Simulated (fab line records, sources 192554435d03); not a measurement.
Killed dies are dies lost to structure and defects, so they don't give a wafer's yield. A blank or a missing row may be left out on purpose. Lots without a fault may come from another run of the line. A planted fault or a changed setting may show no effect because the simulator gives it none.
Which tool did it? | flow n5_finfet | 10 lots, 29 wafers sampled, at 2 steps of a route of 1938

WHAT THE GAUGES READ, wafer by wafer
N5_BEOL_M15_INSPECT_30: inspects for defects (macro).
lot  | measured     | on                | raw_defect_count
L729 | day 11 01:25 | defect_inspect-02 | 3 2 4
L732 | day 12 00:41 | defect_inspect-01 | 1 3
L734 | day 12 15:57 | defect_inspect-01 | 3 6 1
L735 | day 12 19:33 | defect_inspect-02 | 1 2 3
L737 | day 12 22:19 | defect_inspect-01 | 4 5 4
L743 | day 14 22:21 | defect_inspect-02 | >300 >300 >300
L745 | day 15 01:29 | defect_inspect-01 | 1 3 5
L744 | day 15 02:43 | defect_inspect-01 | >300 >300 >300
L747 | day 15 17:47 | defect_inspect-01 | 2 2 3
L749 | day 16 09:49 | defect_inspect-01 | 5 0 1

WHICH TOOL RAN EACH LOT (tool, then ch and the chambers of the sampled wafers, then the start)
lot  | N5_BEOL_M15_VIA_ETCH_16
L729 | rie_diel-04 ch 1,2,3, day 10 23:58
L732 | rie_diel-03 ch 1,3, day 11 23:05
L734 | rie_diel-01 ch 0,1,3, day 12 14:29
L735 | rie_diel-03 ch 1,2,3, day 12 18:02
L737 | rie_diel-04 ch 1,2,3, day 12 20:58
L743 | rie_diel-01 ch 1,2, day 14 20:48
L745 | rie_diel-04 ch 0,1,3, day 14 23:59
L744 | rie_diel-01 ch 0,1,3, day 15 01:23
L747 | rie_diel-03 ch 1,2, day 15 16:19
L749 | rie_diel-03 ch 0,2,3, day 16 08:13
- N5_BEOL_M15_VIA_ETCH_16: etches SiO2 in C4F8/O2/Ar, target depth 1792.2 nm.

THE ANSWER, worked out from the rows above alone
Rule: what is usual is taken from the lots themselves. Put in order of their means at a reading, lots are off if they are a third of the lots or fewer, leave a main group of 4 or more, and stand apart from it by a gap of 3 or more times the standard deviation of the main group's means; of several such gaps the widest counts. A main group whose means are all the same, to the digits that the tables above print for the reading, isn't used. A lot without any number at a reading at which 4 lots or more have one is off too. The other lots that the step has rows for count as sound.
Off: L743, L744, at N5_BEOL_M15_INSPECT_30 (raw_defect_count). Without a number there: L743, L744. The main group: mean 2.8, standard deviation 0.78.
A tool fits if, at a process step before that reading, it ran every lot that is off, and no sound lot after the first of them. The gauges at N5_BEOL_M15_INSPECT_30 are tried like those tools. One fits: rie_diel-01 at N5_BEOL_M15_VIA_ETCH_16. Its last sound lot is L734 (day 12 14:29), its first lot that is off L743 (day 14 20:48): a fault that began between those two fits.

WHAT THE SIMULATOR HAD PUT IN
Chamber particle source: rie_diel-01, from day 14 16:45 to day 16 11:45, at N5_BEOL_M15_VIA_ETCH_16. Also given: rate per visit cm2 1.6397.
Lots struck among those shown: L743, L744. The rule above found the same.
